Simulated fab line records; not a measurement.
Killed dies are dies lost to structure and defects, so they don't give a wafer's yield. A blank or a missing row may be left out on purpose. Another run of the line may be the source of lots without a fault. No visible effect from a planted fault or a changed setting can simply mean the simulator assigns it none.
fab line records	flow n5_finfet
record: lots: 9	wafers: 27	last_day: 18
route steps=1938 shown HKMG_FIN@402 BEOL_M4@1111
lots with no fault: from the same line, run without faults
start_h: the number of hours between the record's first day and the start of the first shown wafer of the lot	wait_h: hours from the lot's prior step to this one	" repeats the value in the row above	L1.1+2: several wafers, shown together as one row	- value missing, or start not given	* or withheld: withheld	< > ~ a bound
route shown NAME@n: a module of which the file shows steps, and the number in the route of the first	usual: the fault-free wafers' mean and standard deviation	same: alike in all rows	chamber/n: place in a boat	sites: each site's reading	_std_site: standard deviation of those values	_edge_site: outer sites' mean less inner sites'	radius_mm: how far each site lies from the wafer's centre	mask NAME#n: copy n	behind: the last tool/chamber to shape the wafer	hold: the reason the lot was held/the length of the hold in hours/how it ended	device: the n, p or np transistor that did not switch	end of line: tests of these same wafers at the route's end	step lacking rows: just its recipe	killed: at the first sort, the dies lost to defects and structure; wafer yield is something else	map: a wafer's dies, x killed, . not, _ none there
set.NAME: the setting that was run; set.NAME@STEP: the one run at that earlier step	model.NAME: the simulator's own value behind a step, which no gauge read
the route's steps for a sample of lots (tables are steps, rows are wafers)
services: from which hour (start_h, from the record's first day; less than 0 if before it) a tool's chamber was out of use, for how many hours, and why
== steps ==
step: N5_HKMG_FIN_ETCH_54
recipe: chemistry: CF4	target: SiARC	target_depth_a: 455	mask_material: CAR-ArF	time_s: 75.8	ion_energy_ev: 80	pressure_mtorr: 40	source_w: 545	bias_w: 36	Ar_flow_sccm: 100	cf4_flow_sccm: 100	ends: cleared
usual: bias_w: 36.00/0.098	chamber_pressure_mTorr: 40.00/0.035	drypump_motor_current_A: 5.6/0.35	etch_rf_on_time_s: 76.0/1.5	oes_product_au: 0.68/0.081	rf_vpp_V: 184.3/1.1	showerhead_plenum_p_Torr: 2.17/0.065	throttle_valve_pct: 15.50/0.22
lot.wafer	tool	chamber	start_h	wait_h	bias_w	chamber_pressure_mTorr	drypump_motor_current_A	etch_rf_on_time_s	oes_product_au	rf_hours_counter_h	rf_vpp_V	showerhead_plenum_p_Torr	throttle_valve_pct
L335.3	rie_diel-04	2	83.07	0.0	35.94	39.97	5.7	72.1	0.67	142	185.9	2.24	15.73
L335.4	"	0	"	"	35.98	40.03	5.9	76.5	0.66	141	184.6	2.14	15.46
L335.5	"	2	"	"	36.02	40.04	5.6	73.0	0.67	-	184.4	2.24	15.70
L338.3	rie_diel-05	1	95.01	0.0	36.27	40.03	5.4	75.4	0.60	228	183.5	2.12	15.88
L338.5	"	2	"	"	35.97	39.98	5.8	75.2	0.63	-	185.8	2.22	15.26
L338.6	"	3	"	"	36.10	39.97	5.7	76.1	0.63	-	183.5	2.14	15.52
L339.1	rie_diel-02	1	105.00	0.0	36.07	39.93	5.4	78.7	0.57	236	184.4	2.20	16.00
L339.2	"	3	"	"	36.22	40.01	5.5	76.7	0.79	20	183.5	2.11	15.58
L339.6	"	0	"	"	35.94	40.02	5.4	77.6	0.70	-	184.4	2.17	15.37
L341.2	rie_diel-05	0	116.98	0.0	36.13	40.03	5.6	75.9	0.78	24	186.3	2.27	15.44
L341.4	"	2	"	"	36.01	40.03	5.8	75.8	0.62	171	185.4	2.22	15.27
L341.5	"	0	"	"	36.20	39.96	5.6	76.2	0.77	-	185.6	2.27	15.43
L350.3	rie_diel-04	1	167.36	0.0	36.09	40.03	5.4	76.3	0.81	2	184.4	2.09	15.01
L350.4	"	0	"	"	36.13	40.04	5.9	77.4	0.64	169	184.1	2.13	15.49
L350.6	"	0	"	"	36.13	39.99	5.9	77.2	0.63	-	184.6	2.13	15.51
L351.2	rie_diel-05	2	175.41	0.0	35.93	39.96	5.8	76.0	0.60	194	186.3	2.21	15.31
L351.3	"	3	"	"	36.02	40.01	5.7	77.4	0.60	205	183.5	2.13	15.57
L351.6	"	3	"	"	36.02	40.04	5.7	77.4	0.60	-	183.3	2.13	15.57
L354.1	rie_diel-05	3	194.38	0.0	35.89	39.97	5.7	77.4	0.59	213	183.3	2.13	15.58
L354.2	"	1	"	"	36.10	40.07	5.4	74.1	0.84	3	182.8	2.11	15.44
L354.4	"	0	"	"	36.17	40.03	5.6	76.5	0.72	57	186.8	2.26	15.50
L356.3	rie_diel-02	1	206.34	0.0	36.07	40.04	5.4	74.6	0.78	13	184.9	2.19	15.54
L356.5	"	3	"	"	36.11	40.04	5.5	75.7	0.75	-	182.3	2.10	15.64
L356.6	"	0	"	"	36.02	39.97	5.4	75.5	0.67	-	183.4	2.16	15.46
L357.1	rie_diel-02	2	211.91	0.0	36.05	39.98	6.6	76.4	0.64	165	183.5	2.05	15.52
L357.4	"	0	"	"	35.83	40.05	5.4	76.1	0.67	125	184.4	2.16	15.46
L357.5	"	3	"	"	36.12	39.96	5.5	76.7	0.74	-	184.0	2.10	15.66
step: N5_HKMG_FIN_PEB_10
recipe: peb_temp_c: withheld	peb_time_s: 60	resist: CAR-ArF
lot.wafer	tool	chamber	start_h	wait_h
L335.3+4+5	litho_track-02	0	86.12	0.0
L338.3+5+6	litho_track-02	0	98.30	0.0
L339.1+2+6	litho_track-01	0	108.23	0.1
L341.2+4+5	litho_track-03	0	120.03	0.0
L350.3+4+6	litho_track-01	0	170.66	0.0
L351.2+3+6	litho_track-02	0	178.95	0.0
L354.1+2+4	litho_track-03	0	197.87	0.1
L356.3+5+6	litho_track-02	0	209.75	0.0
L357.1+4+5	litho_track-03	0	215.01	0.1
step: N5_HKMG_FIN_CD_MEAS_12
recipe: target_cd_nm: 92.8	landing_energy_ev: 500	detector: se_inlens
usual: cd_nm: 92.7/0.77
lot.wafer	tool	chamber	start_h	wait_h	cd_nm
L335.3	cd_sem-01	0	86.19	-	93.2
L335.4	"	0	"	"	93.2
L335.5	"	0	"	"	92.9
L338.3	cd_sem-01	0	98.37	-	93.0
L338.5	"	0	"	"	91.8
L338.6	"	0	"	"	92.4
L339.1	cd_sem-01	0	108.29	-	92.5
L339.2	"	0	"	"	92.4
L339.6	"	0	"	"	92.6
L341.2	cd_sem-03	0	120.10	-	91.7
L341.4	"	0	"	"	92.6
L341.5	"	0	"	"	91.6
L350.3	cd_sem-01	0	170.73	-	94.5
L350.4	"	0	"	"	95.6
L350.6	"	0	"	"	96.6
L351.2	cd_sem-01	0	179.02	-	91.3
L351.3	"	0	"	"	90.9
L351.6	"	0	"	"	92.2
L354.1	cd_sem-01	0	197.94	-	93.0
L354.2	"	0	"	"	91.8
L354.4	"	0	"	"	92.4
L356.3	cd_sem-02	0	209.82	-	92.4
L356.5	"	0	"	"	92.3
L356.6	"	0	"	"	92.5
L357.1	cd_sem-02	0	215.08	-	92.0
L357.4	"	0	"	"	92.0
L357.5	"	0	"	"	92.8
step: N5_HKMG_FIN_INSPECT_14
recipe: mode: adi	inspect_instrument: macro
usual: raw_defect_count: 2.1/1.3
lot.wafer	tool	chamber	start_h	wait_h	raw_defect_count
L335.3	defect_inspect-02	-	86.24	0.0	2
L335.4	"	-	"	"	2
L335.5	"	-	"	"	3
L338.3	defect_inspect-02	-	98.42	0.0	1
L338.5	"	-	"	"	1
L338.6	"	-	"	"	5
L339.1	defect_inspect-01	-	108.35	0.0	1
L339.2	"	-	"	"	5
L339.6	"	-	"	"	3
L341.2	defect_inspect-02	-	120.15	0.0	4
L341.4	"	-	"	"	2
L341.5	"	-	"	"	2
L350.3	defect_inspect-02	-	170.78	0.0	0
L350.4	"	-	"	"	2
L350.6	"	-	"	"	3
L351.2	defect_inspect-02	-	179.07	0.0	1
L351.3	"	-	"	"	0
L351.6	"	-	"	"	4
L354.1	defect_inspect-01	-	197.99	0.0	3
L354.2	"	-	"	"	2
L354.4	"	-	"	"	2
L356.3	defect_inspect-02	-	209.87	0.0	1
L356.5	"	-	"	"	1
L356.6	"	-	"	"	4
L357.1	defect_inspect-02	-	215.13	0.0	2
L357.4	"	-	"	"	0
L357.5	"	-	"	"	4
step: N5_HKMG_FIN_ETCH_35
recipe: chemistry: N2/H2	target: SOC	target_depth_a: 2158	ion_energy_ev: 65	bias_w: 5	source_w: 3000	time_s: 243.4	pressure_mtorr: 30	n2_flow_sccm: 200	h2_flow_sccm: 200
usual: bias_w: 5.000/0.016	chamber_pressure_mTorr: 30.001/0.026	drypump_motor_current_A: 5.7/0.39	oes_product_au: 0.79/0.088	rf_vpp_V: 141.8/1.1	showerhead_plenum_p_Torr: 2.57/0.086	throttle_valve_pct: 17.74/0.24
lot.wafer	tool	chamber	start_h	wait_h	bias_w	chamber_pressure_mTorr	drypump_motor_current_A	oes_product_au	rf_hours_counter_h	rf_vpp_V	showerhead_plenum_p_Torr	throttle_valve_pct
L335.3	rie_diel-05	0	86.87	0.0	5.026	30.023	5.6	0.92	14	143.1	2.72	17.75
L335.4	"	2	"	"	5.021	29.984	5.8	0.73	160	140.7	2.64	17.33
L335.5	"	3	"	"	4.997	29.976	5.7	0.73	-	139.8	2.51	17.52
L338.3	rie_diel-05	3	98.75	0.0	4.995	30.011	5.7	0.72	174	141.0	2.51	17.53
L338.5	"	3	"	"	5.010	29.979	5.7	0.73	-	142.5	2.51	17.53
L338.6	"	0	"	"	4.993	30.015	5.6	0.92	-	144.6	2.72	17.76
L339.1	rie_diel-05	0	108.68	0.0	5.022	30.011	5.6	0.91	22	143.2	2.72	17.76
L339.2	"	1	"	"	5.009	30.052	5.4	0.69	233	141.9	2.52	18.18
L339.6	"	2	"	"	5.006	29.983	5.8	0.72	-	142.6	2.63	17.34
L341.2	rie_diel-04	2	120.78	0.0	5.018	30.026	5.7	0.77	155	142.5	2.64	18.06
L341.4	"	3	"	"	5.003	29.993	5.0	0.95	15	142.4	2.71	17.61
L341.5	"	0	"	"	5.002	30.006	5.9	0.77	-	140.5	2.55	17.70
L350.3	rie_diel-02	1	171.12	0.0	5.019	30.011	5.4	0.94	2	143.1	2.62	17.85
L350.4	"	0	"	"	5.017	30.016	5.4	0.79	113	143.0	2.56	17.62
L350.6	"	1	"	"	5.022	30.002	5.4	0.94	-	142.0	2.62	17.84
L351.2	rie_diel-05	3	179.40	0.0	4.987	29.958	5.7	0.71	208	141.3	2.50	17.58
L351.3	"	0	"	"	5.002	30.009	5.6	0.85	51	142.1	2.71	17.81
L351.6	"	2	"	"	4.977	30.011	5.8	0.71	-	142.7	2.62	17.40
L354.1	rie_diel-02	1	198.33	0.0	5.006	30.003	5.4	0.92	10	142.8	2.61	17.87
L354.2	"	0	"	"	4.989	29.990	5.4	0.79	121	140.9	2.56	17.60
L354.4	"	2	"	"	4.988	30.022	6.6	0.76	160	139.2	2.42	17.75
L356.3	rie_diel-04	3	210.21	0.0	4.973	30.002	5.0	0.89	47	142.8	2.70	17.64
L356.5	"	2	"	"	5.002	29.954	5.7	0.75	-	141.9	2.63	18.13
L356.6	"	3	"	"	4.974	30.012	5.0	0.90	-	143.1	2.70	17.65
L357.1	rie_diel-04	0	215.47	0.0	5.020	30.004	5.9	0.74	184	142.0	2.54	17.76
L357.4	"	1	"	"	4.985	30.004	5.4	0.90	17	140.8	2.51	17.54
L357.5	"	2	"	"	5.015	30.046	5.7	0.74	-	142.7	2.63	18.13
step: N5_BEOL_M4_RC_MEAS_101
usual: DIBL_N: 35.8/1.8	DIBL_P: 35.9/2.2	IOFF_N: 0.16/0.035	IOFF_P: 0.21/0.04	ION_N: 672/11	ION_P: 461/7.4	SS_N: 71.4/0.64	SS_P: 73.2/0.67	VT_N: 250/3.5	VT_P: -251/3.4
lot.wafer	tool	chamber	start_h	wait_h	DIBL_N[mV/V]	DIBL_P[mV/V]	IOFF_N[nA/um]	IOFF_P[nA/um]	ION_N[uA/um]	ION_P[uA/um]	SS_N[mV/dec]	SS_P[mV/dec]	VT_N[mV]	VT_P[mV]
L335.3	prober-01	0	183.41	0.3	34.9	36.2	0.17	0.23	675	468	71.4	74.0	247	-246
L335.4	"	0	"	"	32.9	34.3	0.14	0.20	669	463	71.4	72.7	250	-250
L335.5	"	0	"	"	34.9	36.9	0.17	0.25	677	476	71.0	72.8	245	-246
L338.3	prober-02	0	188.64	0.3	37.6	39.3	0.21	0.27	679	467	72.1	73.9	247	-246
L338.5	"	0	"	"	34.5	35.6	0.15	0.21	670	459	71.0	72.9	250	-247
L338.6	"	0	"	"	35.5	37.1	0.17	0.24	676	473	71.4	73.0	251	-248
L339.1	prober-01	0	200.51	0.0	35.9	37.2	0.16	0.21	671	464	72.0	73.4	250	-250
L339.2	"	0	"	"	35.0	35.8	0.14	0.20	669	459	71.6	72.8	252	-254
L339.6	"	0	"	"	36.8	37.1	0.17	0.21	675	464	71.9	73.3	250	-249
L341.2	prober-01	0	209.22	0.2	36.0	35.7	0.15	0.20	665	462	71.5	72.8	254	-250
L341.4	"	0	"	"	39.2	39.2	0.21	0.27	683	468	72.0	74.2	251	-248
L341.5	"	0	"	"	38.9	39.0	0.20	0.25	676	470	72.2	73.1	248	-250
L350.3	prober-02	0	265.80	0.3	31.7	31.2	0.09	0.13	654	456	70.2	71.9	258	-256
L350.4	"	0	"	"	34.5	35.6	0.13	0.19	667	461	70.7	73.1	251	-251
L350.6	"	0	"	"	33.8	34.5	0.12	0.18	667	469	70.6	72.2	251	-251
L351.2	prober-01	0	273.52	0.2	37.6	37.8	0.17	0.19	671	444	72.1	73.8	251	-257
L351.3	"	0	"	"	36.7	36.8	0.15	0.17	668	446	72.0	73.5	252	-256
L351.6	"	0	"	"	35.9	36.1	0.14	0.17	660	448	71.8	73.5	253	-256
L354.1	prober-02	0	282.56	0.0	35.1	36.4	0.15	0.23	668	461	71.7	73.3	248	-248
L354.2	"	0	"	"	36.7	38.3	0.19	0.26	679	472	72.2	72.9	246	-245
L354.4	"	0	"	"	34.3	35.3	0.14	0.21	669	466	71.8	72.9	252	-248
L356.3	prober-02	0	309.15	0.3	35.9	34.6	0.14	0.20	676	467	70.8	73.0	249	-252
L356.5	"	0	"	"	35.5	34.3	0.14	0.20	683	466	71.0	72.3	249	-251
L356.6	"	0	"	"	35.3	33.3	0.12	0.19	669	464	70.5	72.7	254	-252
L357.1	prober-02	0	311.74	0.0	34.4	33.0	0.11	0.17	659	459	70.6	72.5	255	-251
L357.4	"	0	"	"	35.2	34.1	0.12	0.18	658	459	71.7	72.9	255	-253
L357.5	"	0	"	"	32.4	30.8	0.09	0.14	653	453	70.3	71.6	257	-255
== services ==
tool	chamber	start_h	hours	kind
rie_diel-04	-	86.97	0.2	repair
rie_diel-05	1	89.57	3.7	repair
litho_track-01	-	97.38	-	consumable_replace:filter
rie_diel-04	3	103.87	1.6	repair
litho_track-01	-	108.17	-	consumable_replace:filter
rie_diel-02	2	123.38	3.3	repair
rie_diel-02	3	124.20	18.9	repair
rie_diel-05	2	127.78	5.4	repair
rie_diel-04	0	133.20	5.6	repair
rie_diel-02	1	143.12	-	clean
rie_diel-02	1	143.12	-	consumable_replace:focus_ring
rie_diel-02	1	143.12	20.1	scheduled_down
rie_diel-02	1	143.12	20.1	vent_cycle
rie_diel-04	1	144.24	-	clean
rie_diel-04	1	144.24	-	consumable_replace:focus_ring
rie_diel-04	1	144.24	17.1	scheduled_down
rie_diel-04	1	144.24	17.1	vent_cycle
rie_diel-05	1	153.82	-	clean
rie_diel-05	1	153.82	-	consumable_replace:focus_ring
rie_diel-05	1	153.82	20.4	scheduled_down
rie_diel-05	1	153.82	20.4	vent_cycle
rie_diel-05	3	207.52	3.0	repair
== key ==
first_sign: step: N5_HKMG_FIN_CD_MEAS_12	reading: cd_nm	direction: up	sigmas: 4.5	usual: 92.7	struck: 96.1
effect none on later readings
met_at N5_HKMG_FIN_PEB_10
struck_lots L350
struck_wafers L350.4,L350.6
not_acting_at N5_HKMG_FIN_ETCH_54,N5_HKMG_FIN_INSPECT_14,N5_HKMG_FIN_ETCH_35
onset_between 108.23 170.66
fault: kind: process_parameter_drift	tool: litho_track-01	chamber: -	onset_h: 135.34	steps: N5_HKMG_FIN_PEB_10	channel: peb_time_s	offset: *	shape: step	end_h: 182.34	scope: struck_wafers_only	acts_in: *	stated: *
